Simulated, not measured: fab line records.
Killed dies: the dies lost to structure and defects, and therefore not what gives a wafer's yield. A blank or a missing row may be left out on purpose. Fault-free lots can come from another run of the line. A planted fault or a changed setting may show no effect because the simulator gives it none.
fab line records | flow n5_finfet | part 2 of 2: steps 15 to 25 of 25
[record] lots = 5 wafers = 15 last_day = 17
route steps=1938 shown BEOL_M4@1059
lots untouched by any fault: they come from a run of this same line in which no faults occurred
start_h: hours from the record's opening day to when the first of the lot's shown wafers began | wait_h: how many hours have passed since the lot's step before this one | " same as the row above | L1.1+2: several wafers, shown together as one row | - either no value or no given start | * or withheld: withheld | < > ~ a bound
route shown NAME@n: NAME is a module with steps in the file, n the number in the route of the first one | usual: the fault-free wafers' mean and standard deviation | same: alike in all rows | chamber/n: place in a boat | sites: each site's reading | _std_site: their standard deviation | _edge_site: the outer-site mean with the inner-site mean subtracted | radius_mm: how far each site lies from the wafer's centre | mask NAME#n: copy n | behind: tool/chamber where the wafer was last shaped | hold: why the lot went on hold/how many hours it stayed there/how the hold came to an end | device: whichever transistor did not switch (one of n, p or np) | end of line: at the end of the route, the tests of the same wafers | a step without rows: its recipe alone | killed: dies that structure and defects cost at the first sort, which is not the same as the wafer's yield | map: a wafer's dies, x killed, . not, _ none there
set.NAME: setting as actually run; set.NAME@STEP: the setting as run at that earlier step | model.NAME: the simulator's own value behind a step, which no gauge read
a table for each step, a row for each wafer; lots at some steps of the route
services: from which hour (start_h, from the record's first day; less than 0 if before it) a tool's chamber was out of use, for how many hours, and why
[[steps]]
[step N5_BEOL_M4_OCD_MEAS_38]
[usual] trench_depth_nm = 55.3/1.1
// columns lot.wafer tool chamber start_h wait_h trench_depth_nm
L074.2 ocd-01 - 165.44 - 54.4
L074.3 " - " " 56.9
L074.6 " - " " 54.7
L075.1 ocd-02 - 171.16 - 56.1
L075.2 " - " " 56.1
L075.3 " - " " 53.8
L077.3 ocd-02 - 178.46 - 54.7
L077.5 " - " " 54.3
L077.6 " - " " 56.9
L091.1 ocd-02 - 261.25 - 55.2
L091.4 " - " " 55.2
L091.5 " - " " 55.2
L093.1 ocd-01 - 276.48 - 52.9
L093.2 " - " " 55.6
L093.5 " - " " 55.3
[step N5_BEOL_M4_HM_STRIP_39]
[recipe] chemistry = peroxide_tin_strip material = TiN target_depth_a = 250 temp_c = 50 time_s = 158
[usual] bath_guard_temp_C = 50.0/0.55
[same] time_s = 158
// columns lot.wafer tool chamber start_h wait_h bath_guard_temp_C
L074.2 wet_bench-01 0 165.47 0.0 50.3
L074.3 " 7 " " 49.7
L074.6 " 2 " " 50.4
L075.1 wet_bench-01 5 171.19 0.0 49.6
L075.2 " 4 " " 50.0
L075.3 " 3 " " 49.8
L077.3 wet_bench-04 2 178.49 0.0 49.9
L077.5 " 0 " " 50.1
L077.6 " 5 " " 49.1
L091.1 wet_bench-04 2 261.28 0.0 50.3
L091.4 " 3 " " 50.3
L091.5 " 4 " " 50.6
L093.1 wet_bench-05 7 276.51 0.0 49.5
L093.2 " 3 " " 50.8
L093.5 " 6 " " 49.3
[step N5_BEOL_M4_SRD_40]
[recipe] time_s = 30 temp_c = 23 rinse_liquid = diw dry = ipa_marangoni
[same] time_s = 30
// columns lot.wafer tool chamber start_h wait_h
L074.2+3+6 wet_bench-01 0,7,2 165.52 0.0
L075.1+2+3 wet_bench-01 5,4,3 171.24 0.0
L077.3+5+6 wet_bench-04 2,0,5 178.54 0.0
L091.1+4+5 wet_bench-04 2,3,4 261.33 0.0
L093.1+2+5 wet_bench-05 7,3,6 276.56 0.0
[step N5_BEOL_M4_PRECLEAN_42]
[recipe] chemistry = residue_remover time_s = 60 temp_c = 40
[usual] bath_guard_temp_C = 40.0/0.55
[same] time_s = 60
// columns lot.wafer tool chamber start_h wait_h bath_guard_temp_C
L074.2 wet_bench-01 0 165.53 0.0 40.0
L074.3 " 7 " " 39.7
L074.6 " 2 " " 40.6
L075.1 wet_bench-01 5 171.26 0.0 39.7
L075.2 " 4 " " 39.5
L075.3 " 3 " " 39.9
L077.3 wet_bench-04 2 178.55 0.0 39.7
L077.5 " 0 " " 40.1
L077.6 " 5 " " 39.5
L091.1 wet_bench-04 2 261.34 0.0 39.8
L091.4 " 3 " " 39.9
L091.5 " 4 " " 40.9
L093.1 wet_bench-05 7 276.57 0.0 39.5
L093.2 " 3 " " 39.9
L093.5 " 6 " " 39.5
[step N5_BEOL_M4_SRD_43]
[recipe] time_s = 30 temp_c = 23 rinse_liquid = diw dry = ipa_marangoni
[same] time_s = 30
// columns lot.wafer tool chamber start_h wait_h
L074.2+3+6 wet_bench-01 0,7,2 165.55 0.0
L075.1+2+3 wet_bench-01 5,4,3 171.27 0.0
L077.3+5+6 wet_bench-04 2,0,5 178.57 0.0
L091.1+4+5 wet_bench-04 2,3,4 261.36 0.0
L093.1+2+5 wet_bench-05 7,3,6 276.59 0.0
[step N5_BEOL_M4_CD_MEAS_35]
[recipe] target_cd_nm = 18 target_cd_y_nm = 22.4 polarity = opening
[usual] cd_nm = 18.0/0.37
// columns lot.wafer tool chamber start_h wait_h cd_nm
L074.2 cd_sem-02 - 165.59 0.0 18.0
L074.3 " - " " 17.9
L074.6 " - " " 18.2
L075.1 cd_sem-02 - 171.31 0.0 17.9
L075.2 " - " " 18.6
L075.3 " - " " 17.9
L077.3 cd_sem-03 - 178.62 0.0 18.4
L077.5 " - " " 18.1
L077.6 " - " " 18.0
L091.1 cd_sem-02 - 261.40 0.0 18.0
L091.4 " - " " 17.4
L091.5 " - " " 17.8
L093.1 cd_sem-01 - 276.63 0.0 17.8
L093.2 " - " " 18.3
L093.5 " - " " 17.7
[step N5_BEOL_M4_DEGAS_44]
[recipe] ambient = vacuum temp_c = 250 time_s = 60
[usual] heater_power_w = 338/27 susceptor_temp_C = 249.97/0.18
[same] time_s = 60
// columns lot.wafer tool chamber start_h wait_h heater_power_w susceptor_temp_C
L074.2 pvd_sputter-01 - 165.78 0.2 332 250.05
L074.3 " - " " 311 249.97
L074.6 " - " " 331 250.31
L075.1 pvd_sputter-01 - 171.70 0.4 332 249.96
L075.2 " - " " 307 249.97
L075.3 " - " " 323 249.88
L077.3 pvd_sputter-03 - 178.87 0.3 352 249.83
L077.5 " - " " 322 249.91
L077.6 " - " " 324 249.80
L091.1 pvd_sputter-01 - 261.63 0.2 337 249.97
L091.4 " - " " 315 249.96
L091.5 " - " " 304 250.00
L093.1 pvd_sputter-03 - 276.85 0.2 320 250.30
L093.2 " - " " 330 249.80
L093.5 " - " " 329 250.29
[step N5_BEOL_M4_PRE_CLEAN_45]
[recipe] gas = H2/He time_s = 30 temp_c = 250
[usual] heater_power_w = 339/27 susceptor_temp_C = 249.97/0.17
[same] time_s = 30
// columns lot.wafer tool chamber start_h wait_h heater_power_w susceptor_temp_C
L074.2 pvd_sputter-01 - 165.82 0.0 331 250.20
L074.3 " - " " 312 249.99
L074.6 " - " " 331 249.94
L075.1 pvd_sputter-01 - 171.74 0.0 337 250.18
L075.2 " - " " 311 249.96
L075.3 " - " " 335 249.77
L077.3 pvd_sputter-03 - 178.91 0.0 353 249.73
L077.5 " - " " 323 249.69
L077.6 " - " " 328 250.03
L091.1 pvd_sputter-01 - 261.67 0.0 340 249.90
L091.4 " - " " 321 250.04
L091.5 " - " " 307 249.77
L093.1 pvd_sputter-03 - 276.89 0.0 326 250.04
L093.2 " - " " 317 249.86
L093.5 " - " " 333 249.91
[step N5_BEOL_M4_ALD_84]
[recipe] material = TaN target_thk_a = * temp_c = 275 ald_precursor_family = PDMAT ald_co_reactant = NH3 pressure_torr = 3 carrier_flow_sccm = 1500 pulse_time_s = 2 purge_time_s = 3 co_reactant_purge_time_s = 2 co_reactant_pulse_time_s = 3 ald_cycles = 30 precursor_vessel_temp_c = 75 precursor_vessel_pressure_torr = 26.25 precursor_vessel_carrier_sccm = 1000
[usual] heater_power_w = 408/39 mfc_carrier_sccm = 1500/4.5 susceptor_temp_C = 275.02/0.19
// columns lot.wafer tool chamber start_h wait_h heater_power_w mfc_carrier_sccm susceptor_temp_C
L074.2 ald_metal-01 1 165.88 0.0 378 1508 275.36
L074.3 " 2 " " 498 1502 275.21
L074.6 " 2 " " 498 1496 275.06
L075.1 ald_metal-02 2 171.81 0.0 413 1500 274.97
L075.2 " 0 " " 407 1498 274.81
L075.3 " 3 " " 353 1497 274.98
L077.3 ald_metal-01 1 179.02 0.1 391 1499 275.01
L077.5 " 1 " " 385 1497 274.92
L077.6 " 2 " " 537 1499 275.07
L091.1 ald_metal-03 3 261.73 0.0 398 1497 274.89
L091.4 " 2 " " 425 1506 274.77
L091.5 " 3 " " 401 1498 275.14
L093.1 ald_metal-02 2 276.95 0.0 402 1499 274.99
L093.2 " 1 " " 431 1491 274.84
L093.5 " 3 " " 360 1502 275.34
[step N5_BEOL_M4_SURFACE_TREAT_85]
[recipe] gas = Ar time_s = * ion_energy_ev = * ion_current_ma_cm2 = 0.5 pressure_mtorr = * ar_flow_sccm = 30
[usual] throttle_valve_pct = *
[same] time_s = *
// columns lot.wafer tool chamber start_h wait_h throttle_valve_pct
L074.2 pvd_sputter-02 - 166.11 0.1 *
L074.3 " - " " *
L074.6 " - " " *
L075.1 pvd_sputter-01 - 172.06 0.1 *
L075.2 " - " " *
L075.3 " - " " *
L077.3 pvd_sputter-01 - 179.34 0.2 *
L077.5 " - " " *
L077.6 " - " " *
L091.1 pvd_sputter-02 - 261.95 0.1 *
L091.4 " - " " *
L091.5 " - " " *
L093.1 pvd_sputter-03 - 277.49 0.4 *
L093.2 " - " " *
L093.5 " - " " *
[step N5_BEOL_M4_CVD_47]
[recipe] material = Co target_thk_a = 30 temp_c = withheld precursor = CCTBA/H2 pressure_torr = 30 time_s = 223.8
[same] time_s = 223.8
// columns lot.wafer tool chamber start_h wait_h
L074.2+3+6 cvd_co-02 1,2,1 166.18 0.0
L075.1+2+3 cvd_co-01 2,0,1 172.14 0.1
L077.3+5+6 cvd_co-01 0,1,2 179.52 0.2
L091.1+4+5 cvd_co-02 1,2,1 262.10 0.1
L093.1+2+5 cvd_co-01 0,2,1 278.37 0.9
[[services]]
// columns tool chamber start_h hours kind
cvd_co-02 - 145.64 0.6 repair
ald_metal-01 - 147.30 0.9 repair
rie_diel-05 1 162.15 36.3 repair
ald_metal-03 0 163.31 4.2 repair
ald_sin-03 - 178.35 14.0 pm
ald_metal-01 2 189.20 28.2 repair
rie_diel-06 2 197.89 1.5 repair
rie_diel-02 1 198.27 1.6 repair
ald_metal-02 - 199.93 1.4 repair
ald_metal-01 - 203.70 0.3 repair
rie_diel-06 0 220.63 6.6 repair
ald_metal-03 - 227.70 28.1 pm
rie_diel-02 - 229.71 0.5 repair
ald_metal-02 - 229.87 1.3 repair
cvd_co-01 2 231.54 18.0 repair
wet_bench-05 - 231.98 3.0 repair
ald_metal-02 1 236.96 4.1 repair
ald_sin-02 - 237.80 1.3 repair
ald_sin-02 0 241.67 2.4 repair
rie_diel-05 0 258.19 9.4 repair
rie_diel-02 0 264.49 9.9 repair
ald_sin-03 2 267.83 10.0 repair
cvd_co-01 2 272.90 5.4 repair
cvd_co-02 - 276.61 2.8 pm
